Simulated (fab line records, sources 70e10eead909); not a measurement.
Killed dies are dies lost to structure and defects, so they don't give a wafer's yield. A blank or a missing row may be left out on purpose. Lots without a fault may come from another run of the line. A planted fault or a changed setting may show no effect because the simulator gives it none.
Which tool did it? | flow nand_harc | 6 lots, 18 wafers sampled, at 2 steps of a route of 1302

WHAT THE GAUGES READ, wafer by wafer
NHARC_HYBRID_BOND_OVL_MEAS_05.
lot  | measured     | on         | overlay_x_nm (nm)
L103 | day 24 02:26 | overlay-02 | 42 4 -43
L105 | day 24 23:52 | overlay-02 | 17 32 22
L108 | day 26 14:20 | overlay-02 | 37 -74 -51
L111 | day 28 02:35 | overlay-02 | 7 -16 -56
L121 | day 31 14:47 | overlay-02 | 9 56 -11
L124 | day 33 10:55 | overlay-02 | -13 77 11

WHICH TOOL RAN EACH LOT (tool, then ch and the chambers of the sampled wafers, then the start)
lot  | NHARC_A_DECK1_JOINT_PRECLEAN_30
L103 | wet_bench-07 ch 1,4,5, day 11 13:01
L105 | wet_bench-07 ch 1,2,5, day 12 21:02
L108 | wet_bench-04 ch 1,2,4, day 14 04:31
L111 | wet_bench-06 ch 2,3,6, day 15 07:25
L121 | wet_bench-04 ch 0,3,5, day 19 15:41
L124 | wet_bench-06 ch 3,5,7, day 20 17:54
- NHARC_A_DECK1_JOINT_PRECLEAN_30: cleans in SC1.

THE ANSWER, worked out from the rows above alone
Rule: what is usual is taken from the lots themselves. Put in order of their means at a reading, lots are off if they are a third of the lots or fewer, leave a main group of 4 or more, and stand apart from it by a gap of 3 or more times the standard deviation of the main group's means; of several such gaps the widest counts. A main group whose means are all the same, to the digits that the tables above print for the reading, isn't used. A lot without any number at a reading at which 4 lots or more have one is off too. The other lots that the step has rows for count as sound.
No lot is off at any reading shown: from this, nothing can be told.

WHAT THE SIMULATOR HAD PUT IN
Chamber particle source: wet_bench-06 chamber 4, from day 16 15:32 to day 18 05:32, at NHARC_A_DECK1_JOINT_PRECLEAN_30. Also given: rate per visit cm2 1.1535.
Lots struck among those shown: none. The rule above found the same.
